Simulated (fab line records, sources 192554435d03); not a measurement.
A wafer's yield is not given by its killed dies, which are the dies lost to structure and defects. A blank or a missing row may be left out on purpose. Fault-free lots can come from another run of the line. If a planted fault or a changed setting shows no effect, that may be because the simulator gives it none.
fab line records | flow n5Finfet
[record] lots = 11 | wafers = 31 | lastDay = 18
route steps=1938 shown BEOL_M4@1078 PASSIVATION@1936
lots with no fault: from the same line, run without faults
startH: hours from the record's first day to the start of the lot's first wafer shown | waitH: time in hours since the lot's previous step | " unchanged from the row above | L1.1+2: a row that stands for several wafers | - value missing, or start not given | * or withheld: withheld | < > ~ a bound
route shown NAME@n: NAME is a module with steps in the file, n the number in the route of the first one | usual: mean/standard deviation of fault-free wafers | same: alike in all rows | chamber/n: place in a boat | sites: readings site by site | _std_site: standard deviation of those values | _edge_site: outer sites' mean less inner sites' | radiusMm: how far each site lies from the wafer's centre | mask NAME#n: copy n | behind: the tool/chamber that last shaped the wafer | hold: the reason the lot was held/the length of the hold in hours/how it ended | device: which transistor (n, p or np) failed to switch | end of line: tests of these same wafers at the route's end | where a step has no rows: the recipe by itself | killed: the dies lost at the first sort to structure and to defects; this is not the yield of the wafer | map: dies across one wafer; x = killed, . = not, _ = none there
set.NAME: the setting that was run; set.NAME@STEP: the one run at that earlier step | model.NAME: the simulator's own value behind a step, which no gauge read
route steps across a sampled set of lots; one table per step, one row per wafer
services: the hour from which a tool's chamber was out of use, counted from the record's first day as startH (under 0 if before that day), plus the number of hours and why
[[steps]]
[step N5_BEOL_M4_CD_MEAS_35]
[recipe] targetCdNm = 18 | targetCdYNm = 22.4 | polarity = opening
[usual] cdNm = 17.9/0.37
lot.wafer | tool     | chamber | startH | waitH | cdNm
L464.1    | cdSem-03 | -       | 163.77 | 0.0   | 18.4
L464.5    | "        | -       | "      | "     | 17.8
L464.6    | "        | -       | "      | "     | 17.9
L463.2    | cdSem-03 | -       | 167.18 | 0.0   | 17.4
L463.5    | "        | -       | "      | "     | 17.4
L463.6    | "        | -       | "      | "     | 17.6
L465.1    | cdSem-03 | -       | 172.64 | 0.0   | 17.6
L465.4    | "        | -       | "      | "     | 17.8
L465.5    | "        | -       | "      | "     | 17.0
L469.4    | cdSem-03 | -       | 218.06 | 0.0   | 17.5
L469.5    | "        | -       | "      | "     | 17.6
L469.6    | "        | -       | "      | "     | 17.9
L471.1    | cdSem-03 | -       | 220.05 | 0.0   | 18.0
L471.4    | "        | -       | "      | "     | 18.8
L471.5    | "        | -       | "      | "     | 18.3
L474.1    | cdSem-03 | -       | 231.86 | 0.0   | 17.8
L474.2    | "        | -       | "      | "     | 18.0
L474.4    | "        | -       | "      | "     | 18.7
L475.2    | cdSem-01 | -       | 242.82 | 0.0   | 17.7
L475.3    | "        | -       | "      | "     | 17.1
L475.6    | "        | -       | "      | "     | 17.5
L481.3    | cdSem-01 | -       | 278.48 | 0.0   | 18.8
L481.4    | "        | -       | "      | "     | 17.8
L482.1    | cdSem-03 | -       | 278.68 | 0.0   | 17.4
L482.2    | "        | -       | "      | "     | 17.7
L482.5    | "        | -       | "      | "     | 17.7
L483.1    | cdSem-02 | -       | 281.43 | 0.0   | 18.2
L483.4    | "        | -       | "      | "     | 18.2
L486.3    | cdSem-01 | -       | 312.23 | 0.0   | 18.2
L486.4    | "        | -       | "      | "     | 17.6
L486.5    | "        | -       | "      | "     | 17.6
[step N5_BEOL_M4_CVD_47]
[recipe] material = Co | targetThkA = 30 | tempC = withheld | precursor = CCTBA/H2 | pressureTorr = 30 | timeS = 223.8
[usual] runLengthS = 247.0/0.4
lot.wafer | tool     | chamber | startH | waitH | runLengthS
L464.1    | cvdCo-02 | 1       | 164.50 | 0.0   | 247.4
L464.5    | "        | 0       | "      | "     | 246.8
L464.6    | "        | 1       | "      | "     | 247.3
L463.2    | cvdCo-02 | 1       | 167.80 | 0.1   | 247.1
L463.5    | "        | 0       | "      | "     | 247.2
L463.6    | "        | 1       | "      | "     | 247.6
L465.1    | cvdCo-02 | 1       | 173.17 | 0.0   | 247.6
L465.4    | "        | 1       | "      | "     | 248.0
L465.5    | "        | 2       | "      | "     | 247.4
L469.4    | cvdCo-01 | 2       | 219.73 | 0.1   | 247.1
L469.5    | "        | 0       | "      | "     | 246.5
L469.6    | "        | 1       | "      | "     | 247.0
L471.1    | cvdCo-01 | 1       | 222.16 | 0.0   | 247.0
L471.4    | "        | 2       | "      | "     | 247.6
L471.5    | "        | 1       | "      | "     | 246.4
L474.1    | cvdCo-02 | 0       | 232.78 | 0.3   | 246.8
L474.2    | "        | 1       | "      | "     | 247.4
L474.4    | "        | 2       | "      | "     | 247.5
L475.2    | cvdCo-02 | 1       | 244.04 | 0.1   | 247.7
L475.3    | "        | 0       | "      | "     | 247.5
L475.6    | "        | 2       | "      | "     | 247.4
L481.3    | cvdCo-02 | 0       | 278.92 | 0.0   | 243.8
L481.4    | "        | 1       | "      | "     | 247.2
L482.1    | cvdCo-02 | 2       | 279.23 | 0.1   | 243.2
L482.2    | "        | 1       | "      | "     | 247.2
L482.5    | "        | 2       | "      | "     | 246.9
L483.1    | cvdCo-02 | 2       | 282.09 | 0.0   | 243.4
L483.4    | "        | 0       | "      | "     | 247.8
L486.3    | cvdCo-01 | 2       | 312.95 | 0.0   | 247.3
L486.4    | "        | 2       | "      | "     | 247.4
L486.5    | "        | 1       | "      | "     | 246.9
[step N5_BEOL_M4_ANNEAL_49]
[recipe] tempC = 400 | timeS = 240 | ambient = vacuum
[usual] heaterPowerW = 797/58
lot.wafer | tool          | chamber | startH | waitH | heaterPowerW
L464.1    | pvdSputter-02 | -       | 164.80 | 0.0   | 803
L464.5    | "             | -       | "      | "     | 829
L464.6    | "             | -       | "      | "     | 805
L463.2    | pvdSputter-03 | -       | 168.10 | 0.0   | 881
L463.5    | "             | -       | "      | "     | 841
L463.6    | "             | -       | "      | "     | 789
L465.1    | pvdSputter-01 | -       | 173.43 | 0.0   | 768
L465.4    | "             | -       | "      | "     | 741
L465.5    | "             | -       | "      | "     | 682
L469.4    | pvdSputter-02 | -       | 219.90 | 0.0   | 780
L469.5    | "             | -       | "      | "     | 784
L469.6    | "             | -       | "      | "     | 839
L471.1    | pvdSputter-01 | -       | 222.42 | 0.0   | 868
L471.4    | "             | -       | "      | "     | 758
L471.5    | "             | -       | "      | "     | 695
L474.1    | pvdSputter-03 | -       | 233.09 | 0.0   | 817
L474.2    | "             | -       | "      | "     | 838
L474.4    | "             | -       | "      | "     | 818
L475.2    | pvdSputter-03 | -       | 244.28 | 0.0   | 797
L475.3    | "             | -       | "      | "     | 859
L475.6    | "             | -       | "      | "     | 801
L481.3    | pvdSputter-03 | -       | 279.16 | 0.0   | 822
L481.4    | "             | -       | "      | "     | 870
L482.1    | pvdSputter-01 | -       | 279.58 | 0.0   | 675
L482.2    | "             | -       | "      | "     | 855
L482.5    | "             | -       | "      | "     | 693
L483.1    | pvdSputter-03 | -       | 282.33 | 0.0   | 853
L483.4    | "             | -       | "      | "     | 820
L486.3    | pvdSputter-02 | -       | 313.21 | 0.0   | 795
L486.4    | "             | -       | "      | "     | 811
L486.5    | "             | -       | "      | "     | 812
[step N5_BEOL_M4_SPUTTER_81]
[recipe] material = Cu | targetThkA = 45 | tempC = -20 | chamberPressurePa = 0.07 | powerW = withheld | timeS = 8.29
[usual] throttleValvePct = 30.0/0.87
lot.wafer | tool          | chamber | startH | waitH | throttleValvePct
L464.1    | pvdSputter-02 | -       | 165.16 | 0.1   | 29.6
L464.5    | "             | -       | "      | "     | 30.7
L464.6    | "             | -       | "      | "     | 29.8
L463.2    | pvdSputter-03 | -       | 168.46 | 0.1   | 29.8
L463.5    | "             | -       | "      | "     | 29.8
L463.6    | "             | -       | "      | "     | 29.1
L465.1    | pvdSputter-01 | -       | 173.79 | 0.1   | 30.1
L465.4    | "             | -       | "      | "     | 28.1
L465.5    | "             | -       | "      | "     | 29.9
L469.4    | pvdSputter-02 | -       | 220.26 | 0.1   | 29.7
L469.5    | "             | -       | "      | "     | 32.0
L469.6    | "             | -       | "      | "     | 30.6
L471.1    | pvdSputter-01 | -       | 222.78 | 0.1   | 31.1
L471.4    | "             | -       | "      | "     | 28.1
L471.5    | "             | -       | "      | "     | 30.1
L474.1    | pvdSputter-03 | -       | 233.45 | 0.1   | 29.3
L474.2    | "             | -       | "      | "     | 29.8
L474.4    | "             | -       | "      | "     | 30.4
L475.2    | pvdSputter-03 | -       | 244.64 | 0.1   | 30.1
L475.3    | "             | -       | "      | "     | 29.5
L475.6    | "             | -       | "      | "     | 30.1
L481.3    | pvdSputter-03 | -       | 279.52 | 0.1   | 29.5
L481.4    | "             | -       | "      | "     | 29.9
L482.1    | pvdSputter-01 | -       | 279.94 | 0.1   | 29.8
L482.2    | "             | -       | "      | "     | 30.9
L482.5    | "             | -       | "      | "     | 30.0
L483.1    | pvdSputter-03 | -       | 282.69 | 0.1   | 30.1
L483.4    | "             | -       | "      | "     | 30.1
L486.3    | pvdSputter-02 | -       | 313.57 | 0.1   | 31.9
L486.4    | "             | -       | "      | "     | 29.7
L486.5    | "             | -       | "      | "     | 31.7
[step N5_BEOL_M4_RC_MEAS_101]
[usual] DIBL_N = 36.2/1.5 | DIBL_P = 36.4/2.1 | IOFF_N = 0.16/0.031 | IOFF_P = 0.21/0.037 | ION_N = 679/11 | ION_P = 465/7.7 | SS_N = 71.4/0.55 | SS_P = 73.2/0.63 | VT_N = 249/3.3 | VT_P = -250/3.4
lot.wafer | tool      | chamber | startH | waitH | DIBL_N[mV/V] | DIBL_P[mV/V] | IOFF_N[nA/um] | IOFF_P[nA/um] | ION_N[uA/um] | ION_P[uA/um] | SS_N[mV/dec] | SS_P[mV/dec] | VT_N[mV] | VT_P[mV]
L464.1    | prober-02 | 0       | 167.58 | 0.0   | 35.3         | 34.8         | 0.16          | 0.19          | 679          | 465          | 71.8         | 73.6         | 246      | -251
L464.5    | "         | 0       | "      | "     | 39.2         | 39.8         | 0.24          | 0.28          | 696          | 470          | 72.5         | 74.4         | 243      | -245
L464.6    | "         | 0       | "      | "     | 34.3         | 33.7         | 0.13          | 0.18          | 673          | 456          | 71.5         | 72.1         | 251      | -254
L463.2    | prober-02 | 0       | 171.19 | 0.2   | 36.6         | 38.2         | 0.15          | 0.21          | 675          | 463          | 72.2         | 74.0         | 249      | -253
L463.5    | "         | 0       | "      | "     | 37.2         | 38.7         | 0.17          | 0.21          | 677          | 462          | 71.7         | 73.7         | 247      | -252
L463.6    | "         | 0       | "      | "     | 39.9         | 40.6         | 0.22          | 0.24          | 694          | 465          | 72.0         | 74.3         | 244      | -250
L465.1    | prober-01 | 0       | 176.20 | 0.0   | 34.9         | 32.6         | 0.12          | 0.14          | 657          | 449          | 71.3         | 72.2         | 255      | -257
L465.4    | "         | 0       | "      | "     | 33.9         | 32.0         | 0.12          | 0.14          | 679          | 461          | 71.2         | 71.5         | 252      | -254
L465.5    | "         | 0       | "      | "     | 35.2         | 33.4         | 0.12          | 0.16          | 667          | 458          | 72.2         | 72.7         | 252      | -254
L469.4    | prober-01 | 0       | 224.24 | 0.5   | 38.4         | 37.2         | 0.20          | 0.26          | 697          | 470          | 71.9         | 73.5         | 246      | -244
L469.5    | "         | 0       | "      | "     | 35.3         | 34.7         | 0.15          | 0.22          | 689          | 473          | 71.2         | 73.2         | 249      | -248
L469.6    | "         | 0       | "      | "     | 35.4         | 34.4         | 0.15          | 0.21          | 678          | 468          | 72.0         | 72.7         | 250      | -249
L471.1    | prober-01 | 0       | 225.21 | 0.0   | 36.1         | 35.9         | 0.14          | 0.20          | 680          | 464          | 71.7         | 72.7         | 251      | -251
L471.4    | "         | 0       | "      | "     | 34.5         | 33.3         | 0.12          | 0.17          | 670          | 462          | 70.9         | 72.8         | 253      | -254
L471.5    | "         | 0       | "      | "     | 35.3         | 34.8         | 0.13          | 0.19          | 670          | 464          | 72.1         | 73.1         | 254      | -253
L474.1    | prober-02 | 0       | 236.01 | 0.0   | 32.9         | 34.8         | 0.12          | 0.17          | 679          | 470          | 70.5         | 72.2         | 253      | -253
L474.2    | "         | 0       | "      | "     | 34.6         | 36.6         | 0.14          | 0.19          | 674          | 462          | 70.4         | 72.8         | 253      | -251
L474.4    | "         | 0       | "      | "     | 35.7         | 38.1         | 0.16          | 0.21          | 683          | 466          | 71.0         | 73.8         | 252      | -252
L475.2    | prober-02 | 0       | 247.24 | 0.2   | 38.8         | 39.5         | 0.22          | 0.29          | 700          | 477          | 72.2         | 73.8         | 244      | -246
L475.3    | "         | 0       | "      | "     | 34.0         | 34.5         | 0.14          | 0.21          | 680          | 470          | 70.5         | 72.9         | 250      | -247
L475.6    | "         | 0       | "      | "     | 37.5         | 38.3         | 0.20          | 0.27          | 692          | 481          | 72.0         | 73.9         | 248      | -247
L481.3    | prober-01 | 0       | 282.25 | 0.3   | 36.7         | 36.8         | 0.14          | 0.18          | 672          | 453          | 71.7         | 72.7         | 252      | -253
L481.4    | "         | 0       | "      | "     | 36.4         | 36.6         | 0.13          | 0.17          | 670          | 459          | 71.3         | 72.7         | 250      | -254
L482.1    | prober-02 | 0       | 282.72 | 0.0   | 34.6         | 34.6         | 0.13          | 0.20          | 650          | 458          | 71.4         | 72.5         | 249      | -248
L482.2    | "         | 0       | "      | "     | 34.2         | 34.5         | 0.13          | 0.19          | 665          | 462          | 70.3         | 73.3         | 250      | -248
L482.5    | "         | 0       | "      | "     | 35.2         | 34.7         | 0.13          | 0.20          | 659          | 460          | 71.3         | 72.6         | 250      | -247
L483.1    | prober-01 | 0       | 285.12 | 0.0   | 35.5         | 35.1         | 0.15          | 0.22          | 683          | 473          | 71.0         | 74.0         | 248      | -249
L483.4    | "         | 0       | "      | "     | 36.5         | 35.7         | 0.16          | 0.23          | 668          | 464          | 71.0         | 73.4         | 252      | -249
L486.3    | prober-02 | 0       | 316.51 | 0.5   | 35.0         | 35.3         | 0.16          | 0.21          | 693          | 463          | 70.4         | 73.5         | 248      | -250
L486.4    | "         | 0       | "      | "     | 36.9         | 36.5         | 0.17          | 0.21          | 682          | 467          | 72.3         | 74.0         | 251      | -249
L486.5    | "         | 0       | "      | "     | 37.2         | 36.8         | 0.19          | 0.22          | 680          | 465          | 71.8         | 74.4         | 248      | -250
[step N5_PASSIVATION_PROBE_49]
[usual] defectLimitedYield = 91.3/1.3 | killed_at_M0_to_M3 = 36/12 | killed_at_M4_up = 13/4.6 | killedAtContacts = 13/5.4 | killedAtFrontEnd = 37/10 | killedAtOther = 3.6/2.9 | killedDies = 102/15 | killedOnRim = 13/4 | killedOpen = 67/12 | killedShort = 33/7.5 | sort_bin_5_function = 5.1/0.93 | sort_bin_6_memory = 3.2/0.62 | sortNPass = 1078/15 | sortYieldPct = 91.3/1.3
[same] grossDies = 1180 | killedAtBackSide = 0 | sort_bin_4_leakage[%] = 0 | sort_bin_8_speed[%] = 0
lot.wafer | tool      | chamber | startH | waitH | defectLimitedYield[%] | killed_at_M0_to_M3 | killed_at_M4_up | killedAtContacts | killedAtFrontEnd | killedAtOther | killedDies | killedOnRim | killedOpen | killedShort | sort_bin_5_function[%] | sort_bin_6_memory[%] | sortNPass | sortYieldPct[%]
L463.2    | prober-02 | -       | 269.76 | 0.1   | 91.4                  | 26                 | 14              | 17               | 39               | 5             | 101        | 10          | 70         | 29          | 5.3                    | 3.2                  | 1079      | 91.4
L463.5    | prober-02 | -       | 269.91 | 0.2   | 90.8                  | 29                 | 12              | 13               | 53               | 1             | 108        | 18          | 78         | 26          | 5.3                    | 3.1                  | 1072      | 90.8
L463.6    | prober-02 | -       | 269.96 | 0.3   | 92.4                  | 39                 | 6               | 15               | 28               | 2             | 90         | 13          | 60         | 29          | 4.4                    | 2.7                  | 1090      | 92.4
L465.1    | prober-02 | -       | 278.08 | 0.0   | 88.8                  | 47                 | 8               | 27               | 49               | 1             | 132        | 14          | 90         | 41          | 7.2                    | 3.6                  | 1048      | 88.8
L465.4    | prober-02 | -       | 278.23 | 0.2   | 93.1                  | 22                 | 8               | 16               | 33               | 3             | 82         | 8           | 61         | 20          | 3.8                    | 3.0                  | 1098      | 93.1
L465.5    | prober-02 | -       | 278.28 | 0.2   | 93.8                  | 27                 | 9               | 10               | 26               | 1             | 73         | 8           | 51         | 22          | 3.5                    | 2.5                  | 1107      | 93.8
L471.1    | prober-01 | -       | 333.62 | 0.2   | 91.2                  | 27                 | 14              | 12               | 49               | 2             | 104        | 15          | 70         | 32          | 6.0                    | 2.7                  | 1076      | 91.2
L471.4    | prober-01 | -       | 333.77 | 0.4   | 93.1                  | 24                 | 18              | 13               | 23               | 3             | 81         | 14          | 57         | 22          | 3.9                    | 2.6                  | 1099      | 93.1
L471.5    | prober-01 | -       | 333.82 | 0.4   | 91.4                  | 27                 | 20              | 7                | 42               | 6             | 102        | 17          | 67         | 34          | 5.3                    | 3.1                  | 1078      | 91.4
L481.3    | prober-02 | -       | 383.39 | 0.1   | 90.2                  | 22                 | 18              | 16               | 53               | 7             | 116        | 15          | 61         | 52          | 5.8                    | 3.0                  | 1064      | 90.2
L481.4    | prober-02 | -       | 383.44 | 0.2   | 92.0                  | 36                 | 13              | 5                | 32               | 8             | 94         | 9           | 60         | 34          | 4.7                    | 3.3                  | 1086      | 92.0
// killed by level:class
L463.2 FIN_SAQP:geometricParticle:open=20 MOL_CONTACT_COAG:geometricParticle:open=15 BEOL_M2:geometricParticle:open=7 BEOL_M0:geometricParticle:short=5 BEOL_M4:geometricParticle:open=5 STARTING-WAFER:geometricParticle:open=4 FIN_SAQP:geometricParticle:short=3 BEOL_M0_SAQP:geometricParticle:short=3
L463.5 FIN_SAQP:geometricParticle:open=18 STI_FIN_REVEAL:geometricParticle:open=11 MOL_CONTACT_COAG:geometricParticle:open=11 FIN_SAQP:geometricParticle:short=10 BEOL_M3:geometricParticle:open=7 BEOL_M0:geometricParticle:open=6 BEOL_M0_SAQP:geometricParticle:open=4 BEOL_M2:geometricParticle:open=4
L463.6 MOL_CONTACT_COAG:geometricParticle:open=11 FIN_SAQP:geometricParticle:short=8 BEOL_M2:geometricParticle:open=8 BEOL_M3:geometricParticle:open=8 STI_FIN_REVEAL:geometricParticle:open=6 BEOL_M0:geometricParticle:short=6 FIN_SAQP:geometricParticle:open=5 BEOL_M0_SAQP:geometricParticle:open=5
L465.1 MOL_CONTACT_COAG:geometricParticle:open=20 BEOL_M0_SAQP:geometricParticle:short=14 BEOL_M0_SAQP:geometricParticle:open=12 STI_FIN_REVEAL:geometricParticle:open=10 FIN_SAQP:geometricParticle:open=9 BEOL_M2:geometricParticle:open=8 MOL_CONTACT_COAG:geometricParticle:short=7 GATE_CUT:geometricParticle:short=6
L465.4 MOL_CONTACT_COAG:geometricParticle:open=15 BEOL_M0_SAQP:geometricParticle:open=8 STI_FIN_REVEAL:geometricParticle:open=6 DUMMY_GATE:geometricParticle:open=5 STARTING-WAFER:geometricParticle:short=5 FIN_SAQP:geometricParticle:open=4 BEOL_M0_SAQP:geometricParticle:short=4 BEOL_M2:geometricParticle:open=4
L465.5 STI_FIN_REVEAL:geometricParticle:open=13 BEOL_M2:geometricParticle:open=9 MOL_CONTACT_COAG:geometricParticle:open=8 BEOL_M0_SAQP:geometricParticle:open=5 BEOL_M0_SAQP:geometricParticle:short=4 BEOL_M3:geometricParticle:open=4 GATE_CUT:geometricParticle:short=3 BEOL_M0:geometricParticle:short=3
L471.1 FIN_SAQP:geometricParticle:open=17 STI_FIN_REVEAL:geometricParticle:open=9 FIN_SAQP:geometricParticle:short=7 BEOL_M2:geometricParticle:open=7 MOL_CONTACT_COAG:geometricParticle:short=6 MOL_CONTACT_COAG:geometricParticle:open=6 BEOL_M3:geometricParticle:open=5 BEOL_M0_SAQP:geometricParticle:short=5
L471.4 BEOL_M2:geometricParticle:open=10 BEOL_M4:geometricParticle:open=10 MOL_CONTACT_COAG:geometricParticle:open=9 BEOL_M3:geometricParticle:open=6 FIN_SAQP:geometricParticle:open=5 FIN_SAQP:geometricParticle:short=4 MOL_CONTACT_COAG:geometricParticle:short=4 BEOL_M4:geometricParticle:short=3
L471.5 BEOL_M2:geometricParticle:open=12 BEOL_M4:geometricParticle:open=10 FIN_SAQP:geometricParticle:short=9 STI_FIN_REVEAL:geometricParticle:open=7 MOL_CONTACT_COAG:geometricParticle:open=6 BEOL_M0_SAQP:geometricParticle:open=6 GATE_CUT:geometricParticle:open=5 FIN_SAQP:geometricParticle:open=4
L481.3 FIN_SAQP:geometricParticle:short=20 MOL_CONTACT_COAG:geometricParticle:open=11 STI_FIN_REVEAL:geometricParticle:open=7 BEOL_M4:geometricParticle:open=7 FIN_SAQP:geometricParticle:open=6 GATE_CUT:geometricParticle:short=6 MOL_CONTACT_COAG:geometricParticle:short=5 BEOL_M0_SAQP:geometricParticle:open=5
L481.4 BEOL_M2:geometricParticle:open=11 FIN_SAQP:geometricParticle:open=9 STI_FIN_REVEAL:geometricParticle:open=5 BEOL_M0_SAQP:geometricParticle:short=5 BEOL_M0_SAQP:geometricParticle:open=5 BEOL_M1:geometricParticle:open=5 MOL_CONTACT_COAG:geometricParticle:open=4 BEOL_M2:geometricParticle:short=4
[[services]]
tool          | chamber | startH | hours | kind
pvdSputter-03 | -       | 161.40 | 1.8   | repair
pvdSputter-03 | -       | 171.10 | 11.7  | repair
cvdCo-01      | 2       | 185.74 | 2.8   | repair
pvdSputter-01 | -       | 188.53 | 1.3   | repair
pvdSputter-01 | -       | 291.75 | 1.0   | repair
[[key]]
[firstSign] step = N5_BEOL_M4_CVD_47 | reading = runLengthS | direction = down | sigmas = 8.8 | usual = * | struck = *
effect none on later readings
metAt N5_BEOL_M4_CVD_47
struckLots L481,L482,L483
struckWafers L481.3,L482.1,L483.1
notActingAt N5_BEOL_M4_CD_MEAS_35,N5_BEOL_M4_ANNEAL_49,N5_BEOL_M4_SPUTTER_81
onsetBetween 244.04 278.92
[fault] kind = processParameterDrift | tool = cvdCo-02 | chamber = - | onsetH = 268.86 | steps = N5_BEOL_M4_CVD_47 | channel = timeS | offset = * | shape = step | endH = 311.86 | scope = struckWafersOnly | actsIn = * | stated = *
